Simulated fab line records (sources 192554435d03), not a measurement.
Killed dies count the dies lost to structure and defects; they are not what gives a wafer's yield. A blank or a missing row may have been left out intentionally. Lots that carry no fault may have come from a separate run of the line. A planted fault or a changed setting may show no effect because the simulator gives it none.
Which tool is to blame? :: flow n5_finfet :: 24 lots, 72 wafers sampled, at 5 steps of a route of 1938

## WHAT EACH GAUGE READ, for each wafer
N5_BEOL_M9_RS_MEAS_57: the measuring method here is four-point-probe. Usual: M9_RS gives 0.153 ohm/sq (standard deviation 0.0054).
lot: L076
measured: day 9 22:04
on: film_metro-01
M9_RS (ohm/sq): 0.160 0.156 0.157
flag: 

lot: L074
measured: day 10 07:59
on: film_metro-01
M9_RS (ohm/sq): 0.145 0.148 0.153
flag: 

lot: L075
measured: day 10 09:57
on: film_metro-02
M9_RS (ohm/sq): 0.146 0.142 0.147
flag: 

lot: L077
measured: day 11 03:21
on: film_metro-01
M9_RS (ohm/sq): 0.157 0.148 0.154
flag: 

lot: L078
measured: day 11 05:46
on: film_metro-02
M9_RS (ohm/sq): 0.158 0.156 0.159
flag: 

lot: L081
measured: day 11 08:58
on: film_metro-02
M9_RS (ohm/sq): 0.160 0.151 0.157
flag: 

lot: L079
measured: day 11 11:37
on: film_metro-01
M9_RS (ohm/sq): 0.156 0.145 0.159
flag: 

lot: L080
measured: day 11 13:00
on: film_metro-02
M9_RS (ohm/sq): 0.149 0.158 0.157
flag: 

lot: L082
measured: day 12 05:07
on: film_metro-01
M9_RS (ohm/sq): 0.146 0.153 0.152
flag: 

lot: L084
measured: day 12 12:49
on: film_metro-02
M9_RS (ohm/sq): 0.158 0.160 0.159
flag: 

lot: L083
measured: day 12 13:52
on: film_metro-02
M9_RS (ohm/sq): 0.153 0.159 0.159
flag: 

lot: L085
measured: day 12 17:04
on: film_metro-01
M9_RS (ohm/sq): 0.149 0.149 0.157
flag: 

lot: L086
measured: day 12 19:48
on: film_metro-01
M9_RS (ohm/sq): 0.153 0.156 0.143
flag: 

lot: L087
measured: day 13 03:22
on: film_metro-01
M9_RS (ohm/sq): 0.147 0.150 0.148
flag: 

lot: L089
measured: day 13 08:36
on: film_metro-02
M9_RS (ohm/sq): 0.150 0.151 0.152
flag: 

lot: L088
measured: day 13 11:13
on: film_metro-01
M9_RS (ohm/sq): 0.155 0.157 0.158
flag: 

lot: L090
measured: day 13 12:25
on: film_metro-02
M9_RS (ohm/sq): 0.150 0.153 0.151
flag: 

lot: L091
measured: day 13 21:35
on: film_metro-01
M9_RS (ohm/sq): 0.140 0.159 0.148
flag: 

lot: L093
measured: day 14 18:55
on: film_metro-01
M9_RS (ohm/sq): 0.141 0.143 0.161
flag: 

lot: L092
measured: day 14 20:56
on: film_metro-01
M9_RS (ohm/sq): 0.158 0.161 0.164
flag: 

lot: L094
measured: day 15 03:24
on: film_metro-02
M9_RS (ohm/sq): 0.153 0.155 0.157
flag: 

lot: L095
measured: day 15 04:43
on: film_metro-02
M9_RS (ohm/sq): 0.159 0.154 0.155
flag: 

lot: L096
measured: day 15 08:53
on: film_metro-01
M9_RS (ohm/sq): 0.153 0.157 0.158
flag: 

lot: L097
measured: day 15 09:40
on: film_metro-01
M9_RS (ohm/sq): 0.145 0.153 0.149
flag: 

N5_BEOL_M9_INSPECT_58: inspects for defects (darkfield). Usual: raw_defect_count at 78, with a standard deviation of 29.
lot: L076
measured: day 9 22:05
on: defect_inspect-02
raw_defect_count: 69 72 55
flag: 

lot: L074
measured: day 10 08:01
on: defect_inspect-01
raw_defect_count: 164 194 119
flag: 

lot: L075
measured: day 10 09:59
on: defect_inspect-01
raw_defect_count: 81 82 48
flag: 

lot: L077
measured: day 11 03:23
on: defect_inspect-01
raw_defect_count: 59 55 79
flag: 

lot: L078
measured: day 11 05:47
on: defect_inspect-01
raw_defect_count: 25 83 38
flag: 

lot: L081
measured: day 11 09:00
on: defect_inspect-01
raw_defect_count: 79 67 89
flag: 

lot: L079
measured: day 11 11:38
on: defect_inspect-01
raw_defect_count: 60 68 64
flag: 

lot: L080
measured: day 11 13:01
on: defect_inspect-02
raw_defect_count: 67 72 56
flag: 

lot: L082
measured: day 12 05:09
on: defect_inspect-02
raw_defect_count: 58 91 92
flag: 

lot: L084
measured: day 12 12:50
on: defect_inspect-02
raw_defect_count: 86 86 98
flag: 

lot: L083
measured: day 12 13:53
on: defect_inspect-02
raw_defect_count: 43 53 79
flag: 

lot: L085
measured: day 12 17:05
on: defect_inspect-02
raw_defect_count: 93 56 103
flag: 

lot: L086
measured: day 12 19:50
on: defect_inspect-02
raw_defect_count: 69 79 72
flag: 

lot: L087
measured: day 13 03:24
on: defect_inspect-02
raw_defect_count: 62 62 44
flag: 

lot: L089
measured: day 13 08:38
on: defect_inspect-02
raw_defect_count: 49 32 55
flag: 

lot: L088
measured: day 13 11:14
on: defect_inspect-01
raw_defect_count: 85 63 63
flag: 

lot: L090
measured: day 13 12:27
on: defect_inspect-02
raw_defect_count: 80 76 53
flag: 

lot: L091
measured: day 13 21:37
on: defect_inspect-01
raw_defect_count: 79 66 120
flag: 

lot: L093
measured: day 14 18:57
on: defect_inspect-01
raw_defect_count: 110 209 59
flag: 

lot: L092
measured: day 14 20:58
on: defect_inspect-02
raw_defect_count: 92 75 76
flag: 

lot: L094
measured: day 15 03:26
on: defect_inspect-01
raw_defect_count: 79 75 94
flag: 

lot: L095
measured: day 15 04:44
on: defect_inspect-02
raw_defect_count: 53 51 82
flag: 

lot: L096
measured: day 15 08:55
on: defect_inspect-02
raw_defect_count: 37 49 65
flag: 

lot: L097
measured: day 15 09:41
on: defect_inspect-01
raw_defect_count: 102 113 92
flag: 

N5_BEOL_M10_INSPECT_13: inspects for defects (brightfield). Usual: raw_defect_count at 419, with a standard deviation of 100.
lot: L076
measured: day 10 01:47
on: defect_inspect-02
raw_defect_count: 296 319 243
flag: 

lot: L074
measured: day 10 10:47
on: defect_inspect-01
raw_defect_count: 553 641 500
flag: 

lot: L075
measured: day 10 11:44
on: defect_inspect-01
raw_defect_count: 496 648 430
flag: 

lot: L077
measured: day 11 05:32
on: defect_inspect-01
raw_defect_count: 626 782 387
flag: 

lot: L078
measured: day 11 08:45
on: defect_inspect-01
raw_defect_count: 335 469 403
flag: 

lot: L081
measured: day 11 10:38
on: defect_inspect-02
raw_defect_count: 439 452 430
flag: 

lot: L079
measured: day 11 13:31
on: defect_inspect-01
raw_defect_count: 354 396 330
flag: 

lot: L080
measured: day 11 16:28
on: defect_inspect-01
raw_defect_count: 566 412 322
flag: 

lot: L082
measured: day 12 09:00
on: defect_inspect-02
raw_defect_count: 416 352 513
flag: 

lot: L084
measured: day 12 15:49
on: defect_inspect-02
raw_defect_count: 553 403 396
flag: 

lot: L083
measured: day 12 16:28
on: defect_inspect-02
raw_defect_count: 342 504 483
flag: 

lot: L085
measured: day 12 18:17
on: defect_inspect-02
raw_defect_count: 358 340 380
flag: 

lot: L086
measured: day 12 21:14
on: defect_inspect-02
raw_defect_count: 398 415 501
flag: 

lot: L087
measured: day 13 07:09
on: defect_inspect-02
raw_defect_count: 342 277 398
flag: 

lot: L089
measured: day 13 10:27
on: defect_inspect-01
raw_defect_count: 379 265 405
flag: 

lot: L088
measured: day 13 14:02
on: defect_inspect-02
raw_defect_count: 497 357 254
flag: 

lot: L090
measured: day 13 14:47
on: defect_inspect-01
raw_defect_count: 493 541 326
flag: 

lot: L091
measured: day 13 23:49
on: defect_inspect-02
raw_defect_count: 428 478 542
flag: 

lot: L093
measured: day 14 20:19
on: defect_inspect-01
raw_defect_count: 433 672 323
flag: 

lot: L092
measured: day 14 22:54
on: defect_inspect-01
raw_defect_count: 412 429 385
flag: 

lot: L094
measured: day 15 06:53
on: defect_inspect-02
raw_defect_count: 350 283 399
flag: 

lot: L095
measured: day 15 07:15
on: defect_inspect-02
raw_defect_count: 420 542 318
flag: 

lot: L096
measured: day 15 10:43
on: defect_inspect-01
raw_defect_count: 508 386 477
flag: 

lot: L097
measured: day 15 10:52
on: defect_inspect-02
raw_defect_count: 358 266 309
flag: 

## WHICH TOOL RAN EACH LOT (tool, then ch and the chambers of the sampled wafers, then the start)
lot: L076
N5_BEOL_M9_CURE_72: uv_cure-01 ch 1, day 9 17:53
N5_BEOL_M9_ALD_74: ald_metal-04 ch 0,1, day 9 20:32

lot: L074
N5_BEOL_M9_CURE_72: uv_cure-01 ch 1, day 10 04:33
N5_BEOL_M9_ALD_74: ald_metal-02 ch 2,3, day 10 04:59

lot: L075
N5_BEOL_M9_CURE_72: uv_cure-01 ch 1, day 10 07:35
N5_BEOL_M9_ALD_74: ald_metal-03 ch 1,2, day 10 08:04

lot: L077
N5_BEOL_M9_CURE_72: uv_cure-01 ch 1, day 11 01:13
N5_BEOL_M9_ALD_74: ald_metal-03 ch 1,3, day 11 01:41

lot: L078
N5_BEOL_M9_CURE_72: uv_cure-03 ch 2, day 11 01:47
N5_BEOL_M9_ALD_74: ald_metal-04 ch 2,3, day 11 02:13

lot: L081
N5_BEOL_M9_CURE_72: uv_cure-02 ch 0, day 11 06:44
N5_BEOL_M9_ALD_74: ald_metal-04 ch 0,3, day 11 07:11

lot: L079
N5_BEOL_M9_CURE_72: uv_cure-02 ch 0, day 11 09:26
N5_BEOL_M9_ALD_74: ald_metal-02 ch 1,2,3, day 11 09:54

lot: L080
N5_BEOL_M9_CURE_72: uv_cure-02 ch 0, day 11 10:33
N5_BEOL_M9_ALD_74: ald_metal-04 ch 2,3, day 11 11:25

lot: L082
N5_BEOL_M9_CURE_72: uv_cure-02 ch 1, day 12 01:08
N5_BEOL_M9_ALD_74: ald_metal-04 ch 0,2,3, day 12 01:47

lot: L084
N5_BEOL_M9_CURE_72: uv_cure-03 ch 0, day 12 10:42
N5_BEOL_M9_ALD_74: ald_metal-04 ch 0,1,3, day 12 11:04

lot: L083
N5_BEOL_M9_CURE_72: uv_cure-01 ch 2, day 12 12:03
N5_BEOL_M9_ALD_74: ald_metal-04 ch 0,2, day 12 12:25

lot: L085
N5_BEOL_M9_CURE_72: uv_cure-01 ch 2, day 12 13:20
N5_BEOL_M9_ALD_74: ald_metal-03 ch 0,2, day 12 15:17

lot: L086
N5_BEOL_M9_CURE_72: uv_cure-02 ch 1, day 12 17:36
N5_BEOL_M9_ALD_74: ald_metal-02 ch 0,2,3, day 12 18:04

lot: L087
N5_BEOL_M9_CURE_72: uv_cure-01 ch 2, day 13 00:54
N5_BEOL_M9_ALD_74: ald_metal-04 ch 0,1,3, day 13 01:38

lot: L089
N5_BEOL_M9_CURE_72: uv_cure-01 ch 1, day 13 06:38
N5_BEOL_M9_ALD_74: ald_metal-03 ch 1,2, day 13 07:02

lot: L088
N5_BEOL_M9_CURE_72: uv_cure-03 ch 0, day 13 07:04
N5_BEOL_M9_ALD_74: ald_metal-02 ch 1,3, day 13 07:42

lot: L090
N5_BEOL_M9_CURE_72: uv_cure-03 ch 1, day 13 10:26
N5_BEOL_M9_ALD_74: ald_metal-02 ch 1,2, day 13 10:52

lot: L091
N5_BEOL_M9_CURE_72: uv_cure-02 ch 0, day 13 18:41
N5_BEOL_M9_ALD_74: ald_metal-02 ch 0,1,3, day 13 19:22

lot: L093
N5_BEOL_M9_CURE_72: uv_cure-03 ch 0, day 14 15:32
N5_BEOL_M9_ALD_74: ald_metal-03 ch 1,2, day 14 17:10

lot: L092
N5_BEOL_M9_CURE_72: uv_cure-01 ch 0, day 14 17:41
N5_BEOL_M9_ALD_74: ald_metal-02 ch 0,1,3, day 14 19:06

lot: L094
N5_BEOL_M9_CURE_72: uv_cure-03 ch 0, day 15 00:48
N5_BEOL_M9_ALD_74: ald_metal-04 ch 0,1,3, day 15 01:15

lot: L095
N5_BEOL_M9_CURE_72: uv_cure-02 ch 1, day 15 01:13
N5_BEOL_M9_ALD_74: ald_metal-04 ch 0,2,3, day 15 01:47

lot: L096
N5_BEOL_M9_CURE_72: uv_cure-03 ch 2, day 15 06:33
N5_BEOL_M9_ALD_74: ald_metal-03 ch 1,2,3, day 15 07:07

lot: L097
N5_BEOL_M9_CURE_72: uv_cure-01 ch 0, day 15 06:41
N5_BEOL_M9_ALD_74: ald_metal-04 ch 0,1,2, day 15 07:13
- N5_BEOL_M9_CURE_72: cures SiCOH lowk, time 120 s.
- N5_BEOL_M9_ALD_74: deposits TaN, target thk 2 nm, pulse time 2 s, purge time 3 s.

## AS READ BY THE TOOLS THEMSELVES (means over the sampled wafers that have a number; for cases with no such wafer, the mark the record gives instead)
N5_BEOL_M9_CURE_72. Usual: lamp_power_pct 52.32 %, standard deviation 0.053; wafer_temp_C_max 371.9, standard deviation 0.52.
lot: L076
tool: uv_cure-01
lamp_power_pct (%): 52.34
wafer_temp_C_max: 371.9
flag: 

lot: L074
tool: uv_cure-01
lamp_power_pct (%): 52.33
wafer_temp_C_max: 372.0
flag: 

lot: L075
tool: uv_cure-01
lamp_power_pct (%): 52.28
wafer_temp_C_max: 372.0
flag: 

lot: L077
tool: uv_cure-01
lamp_power_pct (%): 52.29
wafer_temp_C_max: 371.6
flag: 

lot: L078
tool: uv_cure-03
lamp_power_pct (%): 52.31
wafer_temp_C_max: 373.1
flag: 

lot: L081
tool: uv_cure-02
lamp_power_pct (%): 52.30
wafer_temp_C_max: 371.8
flag: 

lot: L079
tool: uv_cure-02
lamp_power_pct (%): 52.31
wafer_temp_C_max: 371.5
flag: 

lot: L080
tool: uv_cure-02
lamp_power_pct (%): 52.33
wafer_temp_C_max: 371.8
flag: 

lot: L082
tool: uv_cure-02
lamp_power_pct (%): 52.26
wafer_temp_C_max: 371.5
flag: 

lot: L084
tool: uv_cure-03
lamp_power_pct (%): 52.32
wafer_temp_C_max: 372.0
flag: 

lot: L083
tool: uv_cure-01
lamp_power_pct (%): 52.34
wafer_temp_C_max: 371.8
flag: 

lot: L085
tool: uv_cure-01
lamp_power_pct (%): 52.32
wafer_temp_C_max: 371.8
flag: 

lot: L086
tool: uv_cure-02
lamp_power_pct (%): 52.31
wafer_temp_C_max: 371.7
flag: 

lot: L087
tool: uv_cure-01
lamp_power_pct (%): 52.26
wafer_temp_C_max: 372.8
flag: 

lot: L089
tool: uv_cure-01
lamp_power_pct (%): 52.33
wafer_temp_C_max: 371.6
flag: 

lot: L088
tool: uv_cure-03
lamp_power_pct (%): 52.32
wafer_temp_C_max: 371.6
flag: 

lot: L090
tool: uv_cure-03
lamp_power_pct (%): 52.32
wafer_temp_C_max: 372.1
flag: 

lot: L091
tool: uv_cure-02
lamp_power_pct (%): 52.33
wafer_temp_C_max: 371.4
flag: 

lot: L093
tool: uv_cure-03
lamp_power_pct (%): 52.28
wafer_temp_C_max: 371.8
flag: 

lot: L092
tool: uv_cure-01
lamp_power_pct (%): 52.25
wafer_temp_C_max: 371.6
flag: 

lot: L094
tool: uv_cure-03
lamp_power_pct (%): 52.33
wafer_temp_C_max: 371.8
flag: 

lot: L095
tool: uv_cure-02
lamp_power_pct (%): 52.29
wafer_temp_C_max: 371.8
flag: 

lot: L096
tool: uv_cure-03
lamp_power_pct (%): 52.30
wafer_temp_C_max: 372.3
flag: 

lot: L097
tool: uv_cure-01
lamp_power_pct (%): 52.31
wafer_temp_C_max: 371.3
flag: 

N5_BEOL_M9_ALD_74. Usual: heater_power_w 412 W, standard deviation 46; mfc_carrier_sccm 1500 sccm, standard deviation 4.8.
lot: L076
tool: ald_metal-04
heater_power_w (W): 425
mfc_carrier_sccm (sccm): 1507
flag: 

lot: L074
tool: ald_metal-02
heater_power_w (W): 416
mfc_carrier_sccm (sccm): 1497
flag: 

lot: L075
tool: ald_metal-03
heater_power_w (W): 372
mfc_carrier_sccm (sccm): 1496
flag: 

lot: L077
tool: ald_metal-03
heater_power_w (W): 464
mfc_carrier_sccm (sccm): 1495
flag: 

lot: L078
tool: ald_metal-04
heater_power_w (W): 427
mfc_carrier_sccm (sccm): 1503
flag: 

lot: L081
tool: ald_metal-04
heater_power_w (W): 438
mfc_carrier_sccm (sccm): 1500
flag: 

lot: L079
tool: ald_metal-02
heater_power_w (W): 388
mfc_carrier_sccm (sccm): 1499
flag: 

lot: L080
tool: ald_metal-04
heater_power_w (W): 402
mfc_carrier_sccm (sccm): 1499
flag: 

lot: L082
tool: ald_metal-04
heater_power_w (W): 417
mfc_carrier_sccm (sccm): 1493
flag: 

lot: L084
tool: ald_metal-04
heater_power_w (W): 437
mfc_carrier_sccm (sccm): 1502
flag: 

lot: L083
tool: ald_metal-04
heater_power_w (W): 396
mfc_carrier_sccm (sccm): 1502
flag: 

lot: L085
tool: ald_metal-03
heater_power_w (W): 349
mfc_carrier_sccm (sccm): 1502
flag: 

lot: L086
tool: ald_metal-02
heater_power_w (W): 400
mfc_carrier_sccm (sccm): 1494
flag: 

lot: L087
tool: ald_metal-04
heater_power_w (W): 440
mfc_carrier_sccm (sccm): 1502
flag: 

lot: L089
tool: ald_metal-03
heater_power_w (W): 379
mfc_carrier_sccm (sccm): 1501
flag: 

lot: L088
tool: ald_metal-02
heater_power_w (W): 403
mfc_carrier_sccm (sccm): 1500
flag: 

lot: L090
tool: ald_metal-02
heater_power_w (W): 389
mfc_carrier_sccm (sccm): 1503
flag: 

lot: L091
tool: ald_metal-02
heater_power_w (W): 374
mfc_carrier_sccm (sccm): 1500
flag: 

lot: L093
tool: ald_metal-03
heater_power_w (W): 428
mfc_carrier_sccm (sccm): 1499
flag: 

lot: L092
tool: ald_metal-02
heater_power_w (W): 385
mfc_carrier_sccm (sccm): 1501
flag: 

lot: L094
tool: ald_metal-04
heater_power_w (W): 429
mfc_carrier_sccm (sccm): 1501
flag: 

lot: L095
tool: ald_metal-04
heater_power_w (W): 422
mfc_carrier_sccm (sccm): 1498
flag: 

lot: L096
tool: ald_metal-03
heater_power_w (W): 421
mfc_carrier_sccm (sccm): 1503
flag: 

lot: L097
tool: ald_metal-04
heater_power_w (W): 414
mfc_carrier_sccm (sccm): 1502
flag: 

## THE ANSWER, worked out from the rows above alone
Rule: take the mean of a lot's wafers that have a number; if it is more than 3 standard deviations from the usual mean, the lot is off. A lot without any number at a reading at which 4 lots or more have one is off too. The other lots that the step has rows for count as sound. First the gauges in route order, then the tools' own readings, where a lot's mean is used as printed above. The first step at which some lot is off is used, and at that step the reading that is off furthest; a lot without a number counts as furthest.
No lot is off at any reading shown: from this, nothing can be told.

## WHAT THE SIMULATOR HAD INSERTED
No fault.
